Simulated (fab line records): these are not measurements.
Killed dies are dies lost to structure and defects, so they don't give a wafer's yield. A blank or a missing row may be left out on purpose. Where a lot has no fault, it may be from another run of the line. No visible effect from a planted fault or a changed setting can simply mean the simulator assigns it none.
fab line records | flow n5-finfet
record: lots: 7 wafers: 19 last-day: 17
route steps=1938 shown BEOL_M4@1071 PASSIVATION@1936
lots that met no fault: from a run of the same line without faults
start-h: start of the lot's first displayed wafer, in hours after the record's first day | wait-h: time in hours since the lot's previous step | " unchanged from the row above | L1.1+2: one row covering several wafers at once | - no value, or no start was given | * or withheld: withheld | < > ~ a bound
route shown NAME@n: names a module that has steps shown in the file, with the first one's number in the route | usual: mean and standard deviation over wafers with no fault | same: alike in all rows | chamber/n: place in a boat | sites: readings site by site | _std_site: their standard deviation | _edge_site: the outer-site mean with the inner-site mean subtracted | radius-mm: how far each site lies from the wafer's centre | mask NAME#n: copy n | behind: the most recent tool/chamber to have shaped the wafer | hold: what put the lot on hold/how long, in hours/how the hold closed | device: whichever transistor did not switch (one of n, p or np) | end of line: the same wafers' tests at the end of the route | a step with no rows: only its recipe | killed: dies lost to structure and defects at the first sort, not the wafer's yield | map: a wafer's dies, x killed, . not, _ none there
set.NAME: the run value of the setting; set.NAME@STEP: its run value at that earlier step | model.NAME: the simulator's own value behind a step, which no gauge read
lots at selected steps of the route; one table per step, one row per wafer
services: a tool's chamber out of use, with start hour (start-h, from the record's first day; less than 0 if before it), hours out, and reason
== steps ==
step: N5_BEOL_M4_ETCH_41
recipe: chemistry: CH3F/O2 target: SiCN target-depth-a: 299 taper-deg: 2 time-s: 52.5 ion-energy-ev: 120 mask-material: TiN pressure-mtorr: 30 source-w: 395 bias-w: 75 Ar_flow_sccm: 150 CH3F_flow_sccm: 30 O2_flow_sccm: 20
usual: chamber-pressure-mTorr: 30.00/0.04 drypump-motor-current-A: 5.5/0.44 oes-product-au: 0.80/0.092 rf-vpp-V: 297.3/2.2 showerhead-plenum-p-Torr: 2.00/0.099 throttle-valve-pct: 16.37/0.21
columns lot.wafer tool chamber start-h wait-h chamber-pressure-mTorr drypump-motor-current-A oes-product-au rf-hours-counter-h rf-vpp-V showerhead-plenum-p-Torr throttle-valve-pct
L642.2 rie-diel-06 1 - - 30.03 6.4 0.98 2 300.9 2.13 16.32
L642.3 " 0 " " 29.99 5.6 0.83 69 298.7 2.12 16.24
L642.5 " 1 " " 29.96 6.3 0.98 - 300.6 2.13 16.33
L643.2 rie-diel-01 0 - - 30.04 5.0 0.69 237 294.9 1.89 16.40
L643.3 " 3 " " 29.99 5.6 0.91 15 299.9 2.05 16.23
L643.4 " 1 " " 29.98 5.3 0.77 135 295.5 1.92 16.49
L649.1 rie-diel-01 2 - - 29.98 4.9 0.71 209 293.4 1.83 16.60
L649.4 " 3 " " 29.96 5.6 0.86 37 298.1 2.04 16.29
L649.5 " 2 " " 30.00 4.9 0.72 - 293.6 1.83 16.60
L652.3 rie-diel-02 2 - - 29.98 5.4 1.00 3 296.5 1.96 16.06
L652.5 " 3 " " 30.02 5.7 0.72 - 295.9 1.97 16.20
L654.2 rie-diel-01 2 - - 30.01 4.9 0.71 216 293.7 1.83 16.62
L654.4 " 0 " " 29.98 5.0 0.97 8 300.4 2.13 15.98
L654.5 " 2 " " 30.00 4.9 0.71 - 294.3 1.82 16.60
L653.3 rie-diel-01 2 - - 30.00 4.9 0.71 216 294.4 1.83 16.61
L653.5 " 2 " " 29.99 4.9 0.71 - 294.1 1.83 16.59
L656.1 rie-diel-01 1 - - 30.01 5.3 0.74 168 294.6 1.91 16.55
L656.2 " 0 " " 30.00 5.0 0.97 9 299.3 2.13 15.95
L656.3 " 3 " " 30.01 5.6 0.86 44 298.4 2.04 16.28
step: N5_BEOL_M4_STRIP_97
recipe: chemistry: N2/H2 time-s: 10 power-w: 450 temp-c: 40 pressure-mtorr: 20 rf-frequency-hz: 6e+07 bias-power-w: 7 n2-flow-sccm: 200 h2-flow-sccm: 200
usual: chamber-pressure-mTorr: 20.000/0.021 drypump-motor-current-A: 5.5/0.44 oes-product-au: 0.81/0.094 rf-vpp-V: 59.2/0.86 showerhead-plenum-p-Torr: 2.54/0.13 temp-c: 39.99/0.1 throttle-valve-pct: 23.73/0.23
columns lot.wafer tool chamber start-h wait-h chamber-pressure-mTorr drypump-motor-current-A oes-product-au rf-hours-counter-h rf-vpp-V showerhead-plenum-p-Torr temp-c throttle-valve-pct
L642.2 rie-diel-06 1 - - 20.016 6.3 0.98 2 60.2 2.71 39.94 23.83
L642.3 " 0 " " 19.996 5.6 0.84 69 60.7 2.68 39.74 23.54
L642.5 " 1 " " 19.987 6.3 0.99 - 59.5 2.71 39.95 23.83
L643.2 rie-diel-01 0 - - 20.010 5.0 0.68 237 57.4 2.40 39.92 23.71
L643.3 " 3 " " 19.998 5.6 0.92 15 59.7 2.60 39.70 23.60
L643.4 " 1 " " 20.004 5.3 0.78 135 58.8 2.44 40.12 23.93
L649.1 rie-diel-01 2 - - 20.036 4.9 0.71 209 58.3 2.31 39.99 23.97
L649.4 " 3 " " 20.014 5.6 0.86 37 58.2 2.59 39.99 23.63
L649.5 " 2 " " 20.003 4.9 0.71 - 59.0 2.31 40.21 23.98
L652.3 rie-diel-02 2 - - 20.004 5.4 0.99 3 58.5 2.49 40.02 23.48
L652.5 " 3 " " 19.977 5.7 0.72 - 57.6 2.51 40.01 23.54
L654.2 rie-diel-01 2 - - 19.991 4.9 0.69 216 58.4 2.31 40.14 23.99
L654.4 " 0 " " 19.992 5.0 0.96 8 59.1 2.71 39.91 23.40
L654.5 " 2 " " 19.968 4.9 0.70 - 58.8 2.31 40.09 23.98
L653.3 rie-diel-01 2 - - 19.970 4.9 0.70 216 59.8 2.31 40.10 23.98
L653.5 " 2 " " 19.996 4.9 0.70 - 57.5 2.31 40.00 23.98
L656.1 rie-diel-01 1 - - 19.945 5.3 0.75 168 58.0 2.43 39.89 23.98
L656.2 " 0 " " 20.007 5.0 0.96 9 60.4 2.71 39.85 23.39
L656.3 " 3 " " 20.028 5.6 0.85 44 58.9 2.58 39.82 23.64
step: N5_BEOL_M4_OCD_MEAS_38
usual: trench-depth-nm: 55.2/0.72
columns lot.wafer tool chamber start-h wait-h trench-depth-nm
L642.2 ocd-02 - 173.00 - 55.3
L642.3 " - " " 54.5
L642.5 " - " " 54.8
L643.2 ocd-01 - 200.94 - 54.5
L643.3 " - " " 55.6
L643.4 " - " " 55.0
L649.1 ocd-02 - 257.89 - 54.4
L649.4 " - " " 54.6
L649.5 " - " " 54.0
L652.3 ocd-02 - 261.59 - 56.5
L652.5 " - " " 55.1
L654.2 ocd-02 - 278.72 - 55.0
L654.4 " - " " 55.8
L654.5 " - " " 55.1
L653.3 ocd-02 - 279.10 - 54.8
L653.5 " - " " 55.0
L656.1 ocd-01 - 282.30 - 54.3
L656.2 " - " " 56.4
L656.3 " - " " 55.2
step: N5_BEOL_M4_HM_STRIP_39
recipe: chemistry: peroxide-tin-strip material: TiN target-depth-a: 250 temp-c: 50 time-s: 158
step: N5_BEOL_M4_SRD_40
recipe: time-s: 30 temp-c: 23 rinse-liquid: diw dry: ipa-marangoni
step: N5_BEOL_M4_PRECLEAN_42
recipe: chemistry: residue-remover time-s: 60 temp-c: 40
step: N5_BEOL_M4_SRD_43
recipe: time-s: 30 temp-c: 23 rinse-liquid: diw dry: ipa-marangoni
step: N5_BEOL_M4_CD_MEAS_35
recipe: target-cd-nm: 18 target-cd-y-nm: 22.4 polarity: opening
usual: cd-nm: 18.01/0.29
columns lot.wafer tool chamber start-h wait-h cd-nm
L642.2 cd-sem-02 - 173.15 0.0 17.48
L642.3 " - " " 18.31
L642.5 " - " " 17.91
L643.2 cd-sem-03 - 201.09 0.0 18.10
L643.3 " - " " 17.98
L643.4 " - " " 18.10
L649.1 cd-sem-02 - 258.04 0.0 17.88
L649.4 " - " " 18.35
L649.5 " - " " 18.20
L652.3 cd-sem-02 - 261.74 0.0 18.85
L652.5 " - " " 17.57
L654.2 cd-sem-01 - 278.88 0.0 17.97
L654.4 " - " " 18.31
L654.5 " - " " 17.83
L653.3 cd-sem-01 - 279.26 0.0 17.93
L653.5 " - " " 18.27
L656.1 cd-sem-02 - 282.45 0.0 17.98
L656.2 " - " " 18.38
L656.3 " - " " 17.97
step: N5_BEOL_M4_DEGAS_44
recipe: ambient: vacuum temp-c: 250 time-s: 60
step: N5_BEOL_M4_PRE_CLEAN_45
recipe: gas: H2/He time-s: 30 temp-c: 250
usual: heater-power-w: 339/32
columns lot.wafer tool chamber start-h wait-h heater-power-w
L642.2 pvd-sputter-01 - 173.24 0.0 331
L642.3 " - " " 302
L642.5 " - " " 311
L643.2 pvd-sputter-02 - 201.51 0.0 346
L643.3 " - " " 314
L643.4 " - " " 421
L649.1 pvd-sputter-03 - 258.36 0.0 293
L649.4 " - " " 322
L649.5 " - " " 288
L652.3 pvd-sputter-02 - 262.04 0.0 409
L652.5 " - " " 348
L654.2 pvd-sputter-01 - 279.47 0.0 333
L654.4 " - " " 318
L654.5 " - " " 350
L653.3 pvd-sputter-01 - 279.71 0.0 320
L653.5 " - " " 355
L656.1 pvd-sputter-01 - 282.87 0.0 321
L656.2 " - " " 349
L656.3 " - " " 303
step: N5_BEOL_M4_ALD_84
recipe: material: TaN target-thk-a: * temp-c: 275 ald-precursor-family: PDMAT ald-co-reactant: NH3 pressure-torr: 3 carrier-flow-sccm: 1500 pulse-time-s: 2 purge-time-s: 3 co-reactant-purge-time-s: 2 co-reactant-pulse-time-s: 3 ald-cycles: 30 precursor-vessel-temp-c: 75 precursor-vessel-pressure-torr: 26.25 precursor-vessel-carrier-sccm: 1000
usual: heater-power-w: 434/33
columns lot.wafer tool chamber start-h wait-h heater-power-w since-wet-clean-h
L642.2 ald-metal-04 1 173.30 0.0 499 1375
L642.3 " 2 " " 404 1375
L642.5 " 1 " " 485 -
L643.2 ald-metal-01 3 201.57 0.0 446 2941
L643.3 " 1 " " 418 2941
L643.4 " 2 " " 462 2941
L649.1 ald-metal-02 3 258.55 0.2 372 4537
L649.4 " 1 " " 423 4537
L649.5 " 3 " " 383 -
L652.3 ald-metal-01 2 262.11 0.0 462 3002
L652.5 " 0 " " 430 -
L654.2 ald-metal-04 2 279.53 0.0 401 1481
L654.4 " 3 " " 434 -
L654.5 " 0 " " 480 -
L653.3 ald-metal-02 0 279.77 0.0 452 4558
L653.5 " 1 " " 419 -
L656.1 ald-metal-01 3 282.93 0.0 448 3023
L656.2 " 2 " " 453 3023
L656.3 " 1 " " 427 3023
step: N5_BEOL_M4_SURFACE_TREAT_85
recipe: gas: Ar time-s: * ion-energy-ev: * ion-current-ma-cm2: 0.5 pressure-mtorr: * ar-flow-sccm: 30
usual: throttle-valve-pct: *
columns lot.wafer tool chamber start-h wait-h throttle-valve-pct
L642.2 pvd-sputter-01 - 173.90 0.5 *
L642.3 " - " " *
L642.5 " - " " *
L643.2 pvd-sputter-01 - 202.05 0.4 *
L643.3 " - " " *
L643.4 " - " " *
L649.1 pvd-sputter-01 - 258.83 0.2 *
L649.4 " - " " *
L649.5 " - " " *
L652.3 pvd-sputter-01 - 262.75 0.5 *
L652.5 " - " " *
L654.2 pvd-sputter-01 - 279.79 0.2 *
L654.4 " - " " *
L654.5 " - " " *
L653.3 pvd-sputter-01 - 280.05 0.2 *
L653.5 " - " " *
L656.1 pvd-sputter-01 - 283.49 0.5 *
L656.2 " - " " *
L656.3 " - " " *
step: N5_BEOL_M4_CVD_47
recipe: material: Co target-thk-a: 30 temp-c: withheld precursor: CCTBA/H2 pressure-torr: 30 time-s: 223.8
usual: run-length-s: 247.0/0.46
columns lot.wafer tool chamber start-h wait-h run-length-s since-wet-clean-h
L642.2 cvd-co-01 0 174.19 0.3 246.9 716
L642.3 " 2 " " 247.7 256
L642.5 " 0 " " 246.9 -
L643.2 cvd-co-02 0 202.11 0.0 247.2 962
L643.3 " 2 " " 246.6 503
L643.4 " 0 " " 247.5 -
L649.1 cvd-co-01 1 258.99 0.1 246.8 1238
L649.4 " 2 " " 247.4 -
L649.5 " 1 " " 345.5 -
L652.3 cvd-co-01 2 263.04 0.3 345.4 345
L652.5 " 2 " " 345.6 -
L654.2 cvd-co-02 1 279.85 0.0 245.8 143
L654.4 " 2 " " 247.1 -
L654.5 " 0 " " 247.4 -
L653.3 cvd-co-01 0 280.13 0.1 344.6 821
L653.5 " 0 " " 344.7 -
L656.1 cvd-co-02 2 283.55 0.0 246.9 584
L656.2 " 1 " " 246.0 147
L656.3 " 0 " " 247.3 1044
step: N5_BEOL_M4_SPUTTER_48
recipe: material: Cu target-thk-a: 45 temp-c: -20 chamber-pressure-pa: 0.07 power-w: withheld time-s: 8.29
step: N5_BEOL_M4_RC_MEAS_101
usual: DIBL_N: 36.4/1.5 DIBL_P: 35.8/1.7 IOFF_N: 0.154/0.022 IOFF_P: 0.21/0.031 ION_N: 672/8.8 ION_P: 462/7.2 SS_N: 71.5/0.53 SS_P: 73.2/0.62 VT_N: 250.4/2.5 VT_P: -250/3.5
columns lot.wafer tool chamber start-h wait-h DIBL_N[mV/V] DIBL_P[mV/V] IOFF_N[nA/um] IOFF_P[nA/um] ION_N[uA/um] ION_P[uA/um] SS_N[mV/dec] SS_P[mV/dec] VT_N[mV] VT_P[mV]
L642.2 prober-01 0 177.57 0.2 35.7 36.6 0.155 0.19 683 462 71.1 72.9 251.8 -255
L642.3 " 0 " " 37.1 37.0 0.166 0.19 663 450 72.5 73.2 249.7 -255
L642.5 " 0 " " 37.2 38.4 0.181 0.21 686 463 71.9 74.1 247.7 -253
L643.2 prober-02 0 205.52 0.2 33.6 32.8 0.124 0.20 673 475 70.7 72.4 251.4 -246
L643.3 " 0 " " 34.8 34.0 0.140 0.21 662 461 71.3 73.2 252.0 -248
L643.4 " 0 " " 34.2 34.0 0.140 0.21 668 469 71.1 73.1 247.1 -247
L649.1 prober-01 0 262.57 0.0 38.3 37.0 0.186 0.23 687 469 71.6 73.6 247.4 -248
L649.4 " 0 " " 39.5 38.3 0.201 0.25 684 463 72.0 73.1 247.6 -249
L649.5 " 0 " " 39.4 37.7 0.201 0.25 675 465 73.1 74.6 247.9 -247
L652.3 prober-01 0 267.79 0.3 35.9 35.8 0.151 0.18 673 457 72.1 73.4 249.7 -253
L652.5 " 0 " " 36.6 36.3 0.167 0.19 676 457 71.8 74.0 248.8 -251
L654.2 prober-02 0 283.09 0.2 34.1 34.3 0.129 0.20 672 471 71.4 72.8 250.5 -247
L654.4 " 0 " " 36.6 37.3 0.177 0.26 690 477 71.8 73.5 244.6 -244
L654.5 " 0 " " 36.5 37.2 0.177 0.25 684 473 71.1 73.8 245.7 -245
L653.3 prober-01 0 283.45 0.3 36.6 38.1 0.183 0.24 679 467 72.6 74.7 247.1 -250
L653.5 " 0 " " 35.9 36.8 0.161 0.21 672 458 72.4 73.6 251.4 -251
L656.1 prober-01 0 286.79 0.0 38.1 38.1 0.184 0.26 679 468 71.8 73.7 248.1 -246
L656.2 " 0 " " 38.0 38.5 0.204 0.27 683 473 71.0 73.5 244.4 -242
L656.3 " 0 " " 35.5 34.9 0.140 0.21 670 465 70.7 72.9 250.9 -250
step: N5_PASSIVATION_PROBE_49
usual: defect-limited-yield: 91.5/1.4 killed_at_M0_to_M3: 32/9.8 killed_at_M4_up: 13/5.3 killed-at-contacts: 13/6.4 killed-at-front-end: 39/10 killed-at-other: 3.1/2.5 killed-dies: 100/17 killed-open: 65/13 killed-short: 33/7.7 sort_bin_5_function: 5.0/0.93 sort_bin_6_memory: 3.2/0.69 sort-n-pass: 1080/17 sort-yield-pct: 91.5/1.4
same: gross-dies: 1180 killed-at-back-side: 0 sort_bin_4_leakage[%]: 0 sort_bin_8_speed[%]: 0
columns lot.wafer tool chamber start-h wait-h defect-limited-yield[%] killed_at_M0_to_M3 killed_at_M4_up killed-at-contacts killed-at-front-end killed-at-other killed-dies killed-open killed-short sort_bin_5_function[%] sort_bin_6_memory[%] sort-n-pass sort-yield-pct[%]
L643.2 prober-01 - 307.83 0.1 92.7 22 8 19 36 1 86 48 35 4.2 3.0 1094 92.7
L643.3 prober-01 - 307.88 0.1 93.5 25 12 9 31 0 77 54 23 4.0 2.4 1103 93.5
L643.4 prober-01 - 307.93 0.2 92.3 20 17 12 35 7 91 64 27 4.6 2.9 1089 92.3
L649.1 prober-02 - 371.24 0.0 93.0 28 15 16 21 3 83 62 20 3.3 3.7 1097 93.0
L649.4 prober-02 - 371.39 0.2 93.6 32 3 11 28 2 76 53 21 3.7 2.5 1104 93.6
L649.5 prober-02 - 371.44 0.2 89.9 46 8 26 33 6 119 80 39 6.0 3.8 1061 89.9
L652.3 prober-01 - 371.88 0.1 92.3 29 14 4 41 3 91 57 34 4.3 3.2 1089 92.3
L653.3 prober-02 - 381.63 0.1 90.8 36 4 9 56 3 108 65 42 6.2 2.5 1072 90.8
L653.5 prober-02 - 381.73 0.2 91.6 18 9 10 60 2 99 61 38 5.3 2.7 1081 91.6
L654.2 prober-01 - 399.00 0.1 93.5 13 16 10 35 3 77 55 21 3.6 2.6 1103 93.5
L654.4 prober-01 - 399.10 0.2 91.3 39 15 10 36 3 103 67 35 5.6 3.0 1077 91.3
L654.5 prober-01 - 399.15 0.2 93.2 29 16 8 19 8 80 48 31 4.2 2.4 1100 93.2
killed by level:class
L643.2 MOL_CONTACT_COAG:geometric-particle:open=14 FIN_SAQP:geometric-particle:open=10 BEOL_M0_SAQP:geometric-particle:short=10 BEOL_M0_SAQP:geometric-particle:open=6 MOL_CONTACT_COAG:geometric-particle:short=5 FIN_SAQP:geometric-particle:short=4 STI_FIN_REVEAL:geometric-particle:open=4 STARTING-WAFER:geometric-particle:short=4
L643.3 FIN_SAQP:geometric-particle:short=10 BEOL_M3:geometric-particle:open=10 FIN_SAQP:geometric-particle:open=9 MOL_CONTACT_COAG:geometric-particle:open=9 BEOL_M2:geometric-particle:open=4 BEOL_M0_SAQP:geometric-particle:short=3 STI_FIN_REVEAL:geometric-particle:open=2 DUMMY_GATE:geometric-particle:short=2
L643.4 MOL_CONTACT_COAG:geometric-particle:open=10 FIN_SAQP:geometric-particle:open=9 FIN_SAQP:geometric-particle:short=7 BEOL_M3:geometric-particle:open=7 GATE_CUT:geometric-particle:short=5 BEOL_M4:geometric-particle:open=5 BEOL_M2:geometric-particle:open=4 BEOL_M8:geometric-particle:open=4
L649.1 MOL_CONTACT_COAG:geometric-particle:open=13 BEOL_M2:geometric-particle:open=8 BEOL_M5:geometric-particle:open=8 BEOL_M0_SAQP:geometric-particle:open=7 BEOL_M0_SAQP:geometric-particle:short=7 BEOL_M6:geometric-particle:open=5 DUMMY_GATE:geometric-particle:open=4 GATE_CUT:geometric-particle:short=3
L649.4 BEOL_M0_SAQP:geometric-particle:open=12 MOL_CONTACT_COAG:geometric-particle:open=10 BEOL_M0_SAQP:geometric-particle:short=9 FIN_SAQP:geometric-particle:open=5 GATE_CUT:geometric-particle:short=5 BEOL_M1:geometric-particle:open=5 BEOL_M2:geometric-particle:open=4 STI_FIN_REVEAL:geometric-particle:open=3
L649.5 MOL_CONTACT_COAG:geometric-particle:open=21 BEOL_M1:geometric-particle:open=12 BEOL_M3:geometric-particle:open=8 BEOL_M0_SAQP:geometric-particle:short=8 FIN_SAQP:geometric-particle:short=7 DUMMY_GATE:geometric-particle:open=5 MOL_CONTACT_COAG:geometric-particle:short=5 BEOL_M2:geometric-particle:open=5
L652.3 FIN_SAQP:geometric-particle:short=12 FIN_SAQP:geometric-particle:open=7 STI_FIN_REVEAL:geometric-particle:open=7 BEOL_M3:geometric-particle:open=7 BEOL_M0_SAQP:geometric-particle:open=6 BEOL_M0_SAQP:geometric-particle:short=6 STARTING-WAFER:geometric-particle:open=5 BEOL_M2:geometric-particle:open=4
L653.3 BEOL_M0_SAQP:geometric-particle:open=14 BEOL_M0_SAQP:geometric-particle:short=13 STI_FIN_REVEAL:geometric-particle:open=12 FIN_SAQP:geometric-particle:short=11 FIN_SAQP:geometric-particle:open=9 GATE_CUT:geometric-particle:open=6 DUMMY_GATE:geometric-particle:open=5 MOL_CONTACT_COAG:geometric-particle:open=5
L653.5 FIN_SAQP:geometric-particle:open=21 FIN_SAQP:geometric-particle:short=14 BEOL_M0_SAQP:geometric-particle:short=8 STI_FIN_REVEAL:geometric-particle:open=7 MOL_CONTACT_COAG:geometric-particle:open=7 GATE_CUT:geometric-particle:short=5 BEOL_M0_SAQP:geometric-particle:open=4 GATE_CUT:geometric-particle:open=3
L654.2 STI_FIN_REVEAL:geometric-particle:open=16 BEOL_M4:geometric-particle:open=10 MOL_CONTACT_COAG:geometric-particle:open=7 STI_FIN_REVEAL:geometric-particle:short=6 BEOL_M2:geometric-particle:open=4 FIN_SAQP:geometric-particle:open=3 DUMMY_GATE:geometric-particle:open=3 MOL_CONTACT_COAG:geometric-particle:short=3
L654.4 BEOL_M2:geometric-particle:open=17 GATE_CUT:geometric-particle:open=9 MOL_CONTACT_COAG:geometric-particle:open=8 BEOL_M0_SAQP:geometric-particle:short=7 FIN_SAQP:geometric-particle:open=6 FIN_SAQP:geometric-particle:short=5 GATE_CUT:geometric-particle:short=5 BEOL_M1:geometric-particle:open=5
L654.5 BEOL_M0_SAQP:geometric-particle:open=8 MOL_CONTACT_COAG:geometric-particle:open=7 BEOL_M0_SAQP:geometric-particle:short=6 BEOL_M4:geometric-particle:open=6 BEOL_M2:geometric-particle:open=5 GATE_CUT:geometric-particle:open=4 GATE_CUT:geometric-particle:short=4 PAD_METAL:geometric-particle:short=4
== services ==
columns tool chamber start-h hours kind
rie-diel-06 1 152.17 - clean
rie-diel-06 1 152.17 - consumable-replace:focus-ring
rie-diel-06 1 152.17 - consumable-replace:showerhead
rie-diel-06 1 152.17 15.1 scheduled-down
rie-diel-06 1 152.17 15.1 vent-cycle
rie-diel-02 2 170.33 32.7 repair
cvd-co-01 - 178.50 1.1 repair
rie-diel-01 1 192.44 4.1 repair
pvd-sputter-01 - 194.82 4.9 repair
ald-metal-02 - 196.70 0.3 repair
cvd-co-01 - 233.89 1.6 repair
cvd-co-01 1 235.94 3.0 repair
rie-diel-01 0 237.25 - clean
rie-diel-01 0 237.25 - consumable-replace:focus-ring
rie-diel-01 0 237.25 - consumable-replace:showerhead
rie-diel-01 0 237.25 20.1 scheduled-down
rie-diel-01 0 237.25 20.1 vent-cycle
cvd-co-02 - 239.66 6.9 pm
ald-metal-01 3 241.88 15.3 repair
rie-diel-06 0 243.05 2.5 repair
ald-metal-04 1 261.56 27.0 repair
rie-diel-02 0 263.26 1.9 repair
ald-metal-01 0 279.97 17.2 repair
ald-metal-04 - 282.66 1.0 repair
== key ==
first-sign: step: N5_BEOL_M4_CVD_47 reading: run-length-s direction: up sigmas: 99+ usual: * struck: *
effect none on later readings
met-at N5_BEOL_M4_CVD_47
struck-wafers L649.5,L652.3,L652.5,L653.3,L653.5
onset-between 174.19 258.99
fault: kind: process-parameter-drift tool: cvd-co-01 chamber: - onset-h: 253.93 steps: N5_BEOL_M4_CVD_47 channel: time-s offset: * shape: step end-h: 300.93 scope: struck-wafers-only acts-in: * stated: *
